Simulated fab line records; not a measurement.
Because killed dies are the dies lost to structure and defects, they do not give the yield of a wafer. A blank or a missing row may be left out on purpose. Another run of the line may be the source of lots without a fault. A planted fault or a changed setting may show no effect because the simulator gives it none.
Matching of chambers / flow n5 finfet / N5_SDB_DESCUM_16 on rie diel-01 has 4 sister chambers
The step chemistry O2, time 7.9 s. 14 wafers are shown with their chamber, then 7 later ones without.

WAFERS, EACH WITH ITS CHAMBER
wafer=L076.4; chamber=1; showerhead plenum p Torr (Torr)=2.03; throttle valve pct (%)=20.61; rf vpp V (V)=242.9
wafer=L076.5; chamber=0; showerhead plenum p Torr (Torr)=2.15; throttle valve pct (%)=20.61; rf vpp V (V)=244.9
wafer=L076.6; chamber=1; showerhead plenum p Torr (Torr)=2.03; throttle valve pct (%)=20.62; rf vpp V (V)=242.7
wafer=L078.1; chamber=1; showerhead plenum p Torr (Torr)=2.03; throttle valve pct (%)=20.62; rf vpp V (V)=241.2
wafer=L078.4; chamber=3; showerhead plenum p Torr (Torr)=2.22; throttle valve pct (%)=20.82; rf vpp V (V)=244.2
wafer=L078.6; chamber=0; showerhead plenum p Torr (Torr)=2.15; throttle valve pct (%)=20.59; rf vpp V (V)=243.4
wafer=L079.4; chamber=1; showerhead plenum p Torr (Torr)=2.03; throttle valve pct (%)=20.62; rf vpp V (V)=241.8
wafer=L079.5; chamber=3; showerhead plenum p Torr (Torr)=2.22; throttle valve pct (%)=20.81; rf vpp V (V)=245.3
wafer=L079.6; chamber=0; showerhead plenum p Torr (Torr)=2.15; throttle valve pct (%)=20.61; rf vpp V (V)=243.9
wafer=L085.1; chamber=3; showerhead plenum p Torr (Torr)=2.22; throttle valve pct (%)=20.84; rf vpp V (V)=245.4
wafer=L085.2; chamber=1; showerhead plenum p Torr (Torr)=2.02; throttle valve pct (%)=20.65; rf vpp V (V)=241.6
wafer=L085.4; chamber=2; showerhead plenum p Torr (Torr)=2.24; throttle valve pct (%)=20.01; rf vpp V (V)=245.9
wafer=L093.1; chamber=2; showerhead plenum p Torr (Torr)=2.23; throttle valve pct (%)=20.03; rf vpp V (V)=245.6
wafer=L093.4; chamber=0; showerhead plenum p Torr (Torr)=2.14; throttle valve pct (%)=20.22; rf vpp V (V)=244.8

SIGNATURES (averages over the wafers above)
reading=showerhead plenum p Torr; chamber 0=2.1475; chamber 1=2.0280; chamber 2=2.2350; chamber 3=2.2200; scatter within a chamber=0.00453
reading=throttle valve pct; chamber 0=20.5075; chamber 1=20.6240; chamber 2=20.0200; chamber 3=20.8233; scatter within a chamber=0.106
reading=rf vpp V; chamber 0=244.250; chamber 1=242.040; chamber 2=245.750; chamber 3=244.967; scatter within a chamber=0.681
Rule: for each reading, subtract the chamber's mean from the wafer's reading, divide by that reading's scatter and square the result; add these up over the readings and take the root, which gives the wafer's distance from the chamber. If the next closest chamber is less than 2 further off than the closest, the wafer can't be placed; otherwise it belongs to the closest. The scatter: take each reading less its chamber's mean, square it, sum over the shown wafers, divide by the number of wafers less the number of chambers, and take the root.

WAFERS MISSING THEIR CHAMBER
wafer=L093.6; showerhead plenum p Torr (Torr)=2.02; throttle valve pct (%)=20.69; rf vpp V (V)=243.4
wafer=L094.1; showerhead plenum p Torr (Torr)=2.02; throttle valve pct (%)=20.69; rf vpp V (V)=242.3
wafer=L094.2; showerhead plenum p Torr (Torr)=2.21; throttle valve pct (%)=20.86; rf vpp V (V)=244.6
wafer=L094.3; showerhead plenum p Torr (Torr)=2.14; throttle valve pct (%)=20.22; rf vpp V (V)=245.8
wafer=L096.1; showerhead plenum p Torr (Torr)=2.23; throttle valve pct (%)=20.06; rf vpp V (V)=244.7
wafer=L096.3; showerhead plenum p Torr (Torr)=2.01; throttle valve pct (%)=20.69; rf vpp V (V)=242.4
wafer=L096.5; showerhead plenum p Torr (Torr)=2.23; throttle valve pct (%)=20.05; rf vpp V (V)=244.6

EACH ONE'S CHAMBER
wafer=L093.6; from the rows above=1; in truth=1
wafer=L094.1; from the rows above=1; in truth=1
wafer=L094.2; from the rows above=3; in truth=3
wafer=L094.3; from the rows above=0; in truth=0
wafer=L096.1; from the rows above=2; in truth=2
wafer=L096.3; from the rows above=1; in truth=1
wafer=L096.5; from the rows above=2; in truth=2
Placed correctly: 7 of 7. Can't be placed from these rows: 0. 0 placed wrongly.
